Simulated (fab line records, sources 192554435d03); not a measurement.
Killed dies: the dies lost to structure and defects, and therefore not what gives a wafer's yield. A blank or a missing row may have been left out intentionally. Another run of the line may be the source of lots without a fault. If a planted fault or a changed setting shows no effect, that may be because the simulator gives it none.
fab line records	flow n5-finfet
[record] lots = 3	wafers = 9	last-day = 17
route steps=1938 shown DUMMY_GATE@234 SPACER0@258 SD_EPI_N@262 SD_EPI_P@329 BEOL_M4@1111 PASSIVATION@1936
lots that met no fault: taken from a fault-free run of the same line
start-h: start of the lot's first displayed wafer, in hours after the record's first day	wait-h: hours elapsed since this lot's preceding step	" the same as in the row above	L1.1+2: one row covering several wafers at once	- either no value or no given start	* or withheld: withheld	< > ~ a bound
route shown NAME@n: a module of which the file shows steps, and the number in the route of the first	usual: mean/standard deviation of fault-free wafers	same: alike in all rows	chamber/n: place in a boat	sites: readings site by site	_std_site: the values' standard deviation	_edge_site: inner sites' mean taken away from outer sites' mean	radius-mm: how far each site lies from the wafer's centre	mask NAME#n: copy n	behind: the last tool/chamber to shape the wafer	hold: the reason the lot was held/the length of the hold in hours/how it ended	device: whichever transistor did not switch (one of n, p or np)	end of line: tests of these same wafers at the route's end	a step given without rows: its recipe and nothing more	killed: the dies lost at the first sort to structure and to defects; this is not the yield of the wafer	map: dies across one wafer; x = killed, . = not, _ = none there
set.NAME: the setting as run; set.NAME@STEP: as run at that earlier step	model.NAME: the simulator's own value behind a step, which no gauge read
lots at selected steps of the route; one table per step, one row per wafer
services: when a tool's chamber went out of use (start-h, in hours from the record's first day, below 0 if earlier), for how many hours, and the reason
[[steps]]
[step N5_DUMMY_GATE_DESCUM_20]
[recipe] chemistry = O2	time-s = 6.2	source-power-w = 50	bias-power-w = 20	pressure-mtorr = 20	rf-frequency-hz = 2.712e+07	temp-c = 40	resist = CAR-EUV	o2-flow-sccm = 225
[step N5_DUMMY_GATE_ETCH_29]
[recipe] chemistry = N2/H2	target = underlayer	target-depth-a = 130	ion-energy-ev = 200	pressure-mtorr = 30	source-w = 840	bias-w = 150	n2-flow-sccm = 200	h2-flow-sccm = 200
[step N5_DUMMY_GATE_ETCH_36]
[recipe] chemistry = CF4	target = SiARC	target-depth-a = 130	pressure-mtorr = 40	source-w = 545	bias-w = 36	Ar_flow_sccm = 100	cf4-flow-sccm = 100	ion-energy-ev = 80
[step N5_DUMMY_GATE_ETCH_37]
[recipe] chemistry = N2/H2	target = SOC	target-depth-a = 600	overetch-a = 300	temp-c = 40	ion-energy-ev = 200	pressure-mtorr = 30	source-w = 840	bias-w = 150	n2-flow-sccm = 200	h2-flow-sccm = 200
[step N5_DUMMY_GATE_STRIP_38]
[recipe] chemistry = N2/H2	temp-c = 40	n2-flow-sccm = 200	h2-flow-sccm = 200	rf-frequency-hz = 6e+07
[step N5_DUMMY_GATE_STRIP_39]
[recipe] chemistry = N2/H2	temp-c = 40	n2-flow-sccm = 200	h2-flow-sccm = 200	rf-frequency-hz = 6e+07
[step N5_DUMMY_GATE_TRIM_49]
[recipe] chemistry = O2	resist = SOC	time-s = 29	target-cd-nm = 14	source-power-w = 300	bias-power-w = 0	O2_flow_sccm = 100	temp-c = 20
[step N5_DUMMY_GATE_STRIP_40]
[recipe] chemistry = CF4	resist = SiARC	power-w = 300	bias-power-w = 75	pressure-mtorr = 50	cf4-flow-sccm = 150	rf-frequency-hz = 6e+07
[step N5_DUMMY_GATE_ETCH_31]
[recipe] chemistry = C4F6/O2	target = SiO2	mask-material = SOC	target-depth-a = 825	time-s = 27.5	ion-energy-ev = 250	pressure-mtorr = 30	source-w = 345	bias-w = 185	Ar_flow_sccm = 300	C4F6_flow_sccm = 10	O2_flow_sccm = 10
[step N5_DUMMY_GATE_STRIP_41]
[recipe] chemistry = O2	power-w = 400	temp-c = 40	pressure-mtorr = 30	rf-frequency-hz = 6e+07	bias-power-w = 0	overash-fraction = 0.3	o2-flow-sccm = 225
[step N5_DUMMY_GATE_HM_OPEN_21]
[recipe] chemistry = CH3F/O2	target = SiNx	target-depth-a = 1200	Ar_flow_sccm = 150	CH3F_flow_sccm = 30	O2_flow_sccm = 23	time-s = 171.4	pressure-mtorr = 30	source-w = 395	bias-w = 73	ion-energy-ev = 120.7
[step N5_DUMMY_GATE_ETCH_32]
[recipe] chemistry = CF4	target = SiO2	target-depth-a = 35	time-s = 3.9	ion-energy-ev = 350	pressure-mtorr = 10	icp-w = 800	bias-w = 400	cf4-flow-sccm = 80
[usual] drypump-motor-current-A = 5.8/0.6	oes-product-au = 1.005/0.022	throttle-valve-pct = 21.8/0.31
lot.wafer	tool	chamber	start-h	wait-h	drypump-motor-current-A	oes-product-au	rf-hours-counter-h	throttle-valve-pct
L111.2	rie-si-02	2	94.73	0.1	5.3	0.956	63	22.2
L111.4	"	3	"	"	5.4	1.007	19	22.1
L111.5	"	0	"	"	5.9	1.031	-	21.5
L113.3	rie-si-02	1	112.56	0.1	4.7	0.985	141	21.8
L113.4	"	3	"	"	5.4	1.011	19	22.2
L113.6	"	0	"	"	5.9	1.044	-	21.5
L124.1	rie-si-04	3	172.69	0.1	6.7	1.030	185	22.4
L124.2	"	1	"	"	5.9	1.008	51	21.9
L124.4	"	0	"	"	5.6	0.997	90	21.6
[step N5_DUMMY_GATE_ETCH_23]
[recipe] chemistry = HBr/Cl2/O2	HBr_flow_sccm = 150	Cl2_flow_sccm = 80	O2_flow_sccm = 12	bias-w = 102	target-depth-a = 410	time-s = 22.3	target = poly-Si	mask-material = SiO2	pressure-mtorr = 10	icp-w = 800
[step N5_DUMMY_GATE_ETCH_44]
[recipe] chemistry = HBr/O2	over-etch-frac = 0.7	target-depth-a = 1275	stop-on = SiO2	ion-energy-ev = 60	bias-w = 20	target = poly-Si	mask-material = SiO2	pressure-mtorr = 20	icp-w = 400	HBr_flow_sccm = 120	O2_flow_sccm = 10
[step N5_DUMMY_GATE_ETCH_42]
[recipe] chemistry = CHF3/O2	target = SiO2	target-depth-a = 35	time-s = 31	ion-energy-ev = 30	bias-w = 12	pressure-mtorr = 30	source-w = 600	Ar_flow_sccm = 200	CHF3_flow_sccm = 50	O2_flow_sccm = 5
[step N5_DUMMY_GATE_STRIP_48]
[recipe] chemistry = N2/H2	time-s = 20	power-w = 100	temp-c = 40	pressure-mtorr = 100	rf-frequency-hz = 6e+07	bias-power-w = 3	n2-flow-sccm = 300	h2-flow-sccm = 300
[step N5_DUMMY_GATE_PRECLEAN_33]
[recipe] chemistry = dHF	time-s = 10	dilution = 750:1	temp-c = 25
[step N5_DUMMY_GATE_PRECLEAN_25]
[recipe] chemistry = O3/DIW	time-s = 45	temp-c = 22	o3-ppm = 10
[step N5_DUMMY_GATE_PRECLEAN_51]
[recipe] chemistry = SC2	time-s = 45	temp-c = 35	mix = 1:1:50
[step N5_DUMMY_GATE_SRD_26]
[recipe] dry = ipa-marangoni	time-s = 30	temp-c = 23	rinse-liquid = diw
[step N5_DUMMY_GATE_UV_OZONE_45]
[recipe] time-s = 120	pressure-torr = 760	temp-c = 25
[step N5_DUMMY_GATE_INSPECT_27]
[recipe] inspect-instrument = brightfield	mode = aei
[usual] raw-defect-count = 303/86
lot.wafer	tool	chamber	start-h	wait-h	raw-defect-count
L111.2	defect-inspect-02	-	95.22	0.0	475
L111.4	"	-	"	"	426
L111.5	"	-	"	"	392
L113.3	defect-inspect-01	-	113.38	0.0	684
L113.4	"	-	"	"	267
L113.6	"	-	"	"	254
L124.1	defect-inspect-02	-	173.18	0.0	230
L124.2	"	-	"	"	312
L124.4	"	-	"	"	263
[step N5_SPACER0_ALD_07]
[recipe] material = SiNx	target-thk-a = 20	temp-c = 400	ald-precursor-family = SiH2I2	ald-co-reactant = N2/H2-plasma	pressure-torr = 2
[step N5_SPACER0_ALD_00]
[recipe] material = SiOCN	target-thk-a = 35	temp-c = 400	ald-precursor-family = alkyl-aminosilane	ald-co-reactant = O2/N2-plasma	pulse-time-s = 3	purge-time-s = 2	co-reactant-purge-time-s = 2	ald-cycles = 58	pressure-torr = 2
[step N5_SPACER0_ALD_08]
[recipe] material = SiNx	target-thk-a = 20	temp-c = 400	ald-precursor-family = SiH2I2	ald-co-reactant = N2/H2-plasma	pressure-torr = 2
[step N5_SPACER0_INSPECT_04]
[recipe] inspect-instrument = darkfield	mode = post-dep
[usual] raw-defect-count = 143/36
lot.wafer	tool	chamber	start-h	wait-h	raw-defect-count
L111.2	defect-inspect-02	-	96.94	0.1	213
L111.4	"	-	"	"	190
L111.5	"	-	"	"	189
L113.3	defect-inspect-01	-	113.98	0.1	549
L113.4	"	-	"	"	89
L113.6	"	-	"	"	107
L124.1	defect-inspect-02	-	173.91	0.1	98
L124.2	"	-	"	"	119
L124.4	"	-	"	"	130
[step N5_SD_EPI_N_COAT_32]
[recipe] resist = SOC	temp-c = 250	time-s = 60	spin-rpm = 1500	resist-thk-nm = 350
[step N5_SD_EPI_N_COAT_33]
[recipe] resist = SiARC	temp-c = 220	time-s = 60	spin-rpm = 1500	resist-thk-nm = 35
[step N5_SD_EPI_N_COAT_03]
[recipe] resist = CAR-ArF-block	spin-rpm = 1500	resist-thk-nm = 150
[step N5_SD_EPI_N_EBR_05]
[recipe] solvent = PGMEA	ebr-width-mm = 1.5
[step N5_SD_EPI_N_SOFTBAKE_04]
[recipe] temp-c = 110	time-s = 60	resist = CAR-ArF-block
[step N5_SD_EPI_N_EXPOSE_06]
[recipe] mask-id = SD_N_BLK	na = 1.35	source-shape = conventional	sigma-outer = 0.8	polarization = unpolarized	target-cd-nm = 120	dose-mj = 39.75
[step N5_SD_EPI_N_PEB_07]
[recipe] peb-temp-c = 110	peb-time-s = 60	resist = CAR-ArF-block
[step N5_SD_EPI_N_DEVELOP_08]
[recipe] develop-time-s = 30	developer = TMAH	resist = CAR-ArF-block	dev-temp-c = 23	rinse-liquid = diw	dry = air-spin
[step N5_SD_EPI_N_INSPECT_11]
[recipe] mode = adi	inspect-instrument = macro
[usual] raw-defect-count = 2/1.5
lot.wafer	tool	chamber	start-h	wait-h	raw-defect-count
L111.2	defect-inspect-02	-	97.28	0.0	2
L111.4	"	-	"	"	2
L111.5	"	-	"	"	0
L113.3	defect-inspect-02	-	114.45	0.0	>300
L113.4	"	-	"	"	0
L113.6	"	-	"	"	0
L124.1	defect-inspect-02	-	174.24	0.0	3
L124.2	"	-	"	"	0
L124.4	"	-	"	"	1
[step N5_SD_EPI_N_DESCUM_14]
[recipe] chemistry = O2	time-s = 7.9	source-power-w = 50	bias-power-w = 20	pressure-mtorr = 20	rf-frequency-hz = 2.712e+07	temp-c = 40	resist = CAR-ArF-block	o2-flow-sccm = 225
[step N5_SD_EPI_N_ETCH_34]
[recipe] chemistry = CF4	target = SiARC	target-depth-a = 455	mask-material = CAR-ArF-block	time-s = 75.8	ion-energy-ev = 80	pressure-mtorr = 40	source-w = 545	bias-w = 36	Ar_flow_sccm = 100	cf4-flow-sccm = 100	ends = cleared
[step N5_SD_EPI_N_ETCH_35]
[recipe] chemistry = N2/H2	target = SOC	overetch-a = 1080	mask-material = SiARC	temp-c = 40	ion-energy-ev = 100	source-w = 3000	bias-w = 133	pressure-mtorr = 20	time-s = 486	n2-flow-sccm = 200	h2-flow-sccm = 200
[step N5_SD_EPI_N_INSPECT_26]
[recipe] inspect-instrument = darkfield	mode = post-epi
[usual] raw-defect-count = 212/51
lot.wafer	tool	chamber	start-h	wait-h	raw-defect-count
L111.2	defect-inspect-01	-	101.29	0.1	281
L111.4	"	-	"	"	224
L111.5	"	-	"	"	257
L113.3	defect-inspect-02	-	119.54	0.1	626
L113.4	"	-	"	"	158
L113.6	"	-	"	"	199
L124.1	defect-inspect-01	-	178.90	0.1	140
L124.2	"	-	"	"	162
L124.4	"	-	"	"	215
[step N5_SD_EPI_P_INSPECT_26]
[recipe] inspect-instrument = darkfield	mode = post-epi
[usual] raw-defect-count = 179/38
lot.wafer	tool	chamber	start-h	wait-h	raw-defect-count
L111.2	defect-inspect-01	-	106.33	0.0	234
L111.4	"	-	"	"	208
L111.5	"	-	"	"	235
L113.3	defect-inspect-01	-	123.76	0.0	588
L113.4	"	-	"	"	138
L113.6	"	-	"	"	160
L124.1	defect-inspect-02	-	183.96	0.0	165
L124.2	"	-	"	"	175
L124.4	"	-	"	"	183
[step N5_BEOL_M4_RC_MEAS_101]
[usual] DIBL_N = 36.8/2.1	DIBL_P = 37.1/2.2	IOFF_N = 0.18/0.037	IOFF_P = 0.23/0.041	ION_N = 682/13	ION_P = 467/8.6	SS_N = 71.7/0.61	SS_P = 73.5/0.6	VT_N = 248/3.4	VT_P = -249/3.5
lot.wafer	tool	chamber	start-h	wait-h	DIBL_N[mV/V]	DIBL_P[mV/V]	IOFF_N[nA/um]	IOFF_P[nA/um]	ION_N[uA/um]	ION_P[uA/um]	SS_N[mV/dec]	SS_P[mV/dec]	VT_N[mV]	VT_P[mV]
L111.2	prober-02	0	214.25	0.2	38.3	36.9	0.18	0.21	662	451	72.3	72.9	247	-253
L111.4	"	0	"	"	39.5	39.2	0.21	0.26	681	461	71.9	74.3	246	-248
L111.5	"	0	"	"	38.3	37.9	0.17	0.23	664	457	71.8	73.1	246	-249
L113.3	prober-02	0	234.19	0.3	36.3	38.2	0.17	0.20	684	463	71.8	74.1	247	-252
L113.4	"	0	"	"	36.8	39.4	0.20	0.22	703	478	71.8	74.2	246	-251
L113.6	"	0	"	"	36.6	38.9	0.18	0.21	701	470	71.6	73.7	246	-252
L124.1	prober-01	0	302.47	0.0	35.6	38.4	0.16	0.25	682	473	71.1	72.8	251	-244
L124.2	"	0	"	"	36.1	37.9	0.17	0.25	683	472	71.7	73.4	249	-245
L124.4	"	0	"	"	36.7	38.8	0.18	0.26	686	473	71.6	73.9	246	-245
[step N5_PASSIVATION_PROBE_49]
[usual] defect-limited-yield = 91.0/1.4	killed_at_M0_to_M3 = 35/10	killed_at_M4_up = 13/6	killed-at-contacts = 13/6.4	killed-at-front-end = 42/12	killed-at-other = 3.2/2.4	killed-dies = 107/17	killed-open = 69/13	killed-short = 33/7.3	sort_bin_5_function = 5.3/0.92	sort_bin_6_memory = 3.3/0.66	sort-n-pass = 1073/17	sort-yield-pct = 90.9/1.4
[same] gross-dies = 1180	killed-at-back-side = 0	sort_bin_4_leakage[%] = 0	sort_bin_8_speed[%] = 0
lot.wafer	tool	chamber	start-h	wait-h	defect-limited-yield[%]	killed_at_M0_to_M3	killed_at_M4_up	killed-at-contacts	killed-at-front-end	killed-at-other	killed-dies	killed-open	killed-short	sort_bin_5_function[%]	sort_bin_6_memory[%]	sort-n-pass	sort-yield-pct[%]
L113.3	prober-01	-	337.82	0.1	81.9	19	31	21	140	3	214	67	32	11.9	4.5	966	81.9
// killed by level:class
L113.3 DUMMY_GATE:unspecified=112 BEOL_M4:geometric-particle:open=18 MOL_CONTACT_COAG:geometric-particle:open=16 BEOL_M0_SAQP:geometric-particle:short=10 BEOL_M0_SAQP:geometric-particle:open=6 ILD0:geometric-particle:open=5 MOL_CONTACT_COAG:geometric-particle:short=5 ILD0:geometric-particle:short=4
// map L113.3 (x killed, . not)
_________________.x..........________________
______________......x..........._____________
___________.......x......x....x....__________
__________...x..........x..x.....x.._________
________xx..........x.x....x.........._______
_______.............x..................______
______......x.x.........x...x..........._____
_____xx..........x..x....x..x......x.....____
____...x.x...............x....x.........x.___
___........................................__
___.......xx.x...x..x.............x........__
__....................x...............x...x._
__...........x.....x................x....x.x_
_............x..........x....................
_...x...........................xx...........
_..........x............x...x.....x......x...
_...x.....x..x.............xx.xxx.x.x........
_.....x.x.....................x.xxxxx.x.....x
_........x............x......xxx.xxxxx.xx..x.
_.................x.......xx.xxxxxxxx.xxx....
_........x........x..x.....x.xxxxxxxxxxx.x...
__..x...x...............x..xxxxxxxxxxxxx...._
__....xx............x.....xxxxxxxxxxxxxx...x_
___..........................xxxxxxxxxxx...__
___........x...............xxxxxxxxxxxxxx..__
____..x...x.....x.......x.........xxxxx...___
_____............x.......x.x.x.x.xxxx....____
______x...x............x...x..x...x.x..._____
_______............................x.x.______
________....x................x......x._______
__________....xx..x...x............._________
___________....x............x......__________
______________.................._____________
_________________............________________
// map L111.4 (x killed, . not)
_________________..x.........________________
______________...........x......_____________
___________.......x......x...x..x..__________
__________......xx.................x_________
________.x.......x..x................._______
_______xx...x......x.x..x..............______
______x......................x.........._____
_____...x..x..x..........................____
____..x....x.x....x...........x...........___
___.............x..................x...xx..__
___..............x..........x.........x....__
__..x.....x.....x..x.....xx.....xx.........._
__.........xx..x..x......x...x.............._
_..................x.x..x...x....x..........x
_.........x.x...................x.........xx.
_...x......x...x.x..............x...x..x.....
_...x......................x.................
_x...........x.....x....x....x...............
_........x.....................x.............
_x...........x..........x........x...x.......
_.....xx...............................x.....
__........x......x.............x............_
__.........x....x.............x....x........_
___.x.........x............................__
___.........x.............................x__
____......................................___
_____..x...x.............................____
______..............x..................._____
_______.............................x.x______
________.............................._______
__________...........x..........x..._________
___________x..........x.x....xx..xx__________
______________......x......x...x_____________
_________________......x.....________________
[[services]]
tool	chamber	start-h	hours	kind
rie-si-04	0	83.01	2.3	repair
rie-si-02	-	106.70	0.2	repair
rie-si-04	1	146.28	10.1	repair
[[key]]
[first-sign] step = N5_DUMMY_GATE_INSPECT_27	reading = raw-defect-count	direction = up	sigmas = 4.4	usual = 303	struck = 684
[effect] step = N5_SPACER0_INSPECT_04	reading = raw-defect-count	direction = up	sigmas = 11	usual = 143	struck = 549
[effect] step = N5_SD_EPI_N_INSPECT_11	reading = raw-defect-count	direction = up	sigmas = 99+	usual = 2	struck = >300
[effect] step = N5_SD_EPI_N_INSPECT_26	reading = raw-defect-count	direction = up	sigmas = 8.1	usual = 212	struck = 626
[effect] step = N5_SD_EPI_P_INSPECT_26	reading = raw-defect-count	direction = up	sigmas = 11	usual = 179	struck = 588
[effect] step = N5_PASSIVATION_PROBE_49	reading = killed-at-front-end	direction = up	sigmas = 8.1	usual = 42	struck = 140
[more-kills-born-at] N5_DUMMY_GATE_ETCH_32@rie-si-02 = 112
met-at N5_DUMMY_GATE_ETCH_32
struck-wafers L113.3
[fault] kind = chamber-particle-source	tool = rie-si-02	chamber = 1	onset-h = 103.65	steps = N5_DUMMY_GATE_ETCH_32	rate-per-visit-cm2 = 0.66123	end-h = 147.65
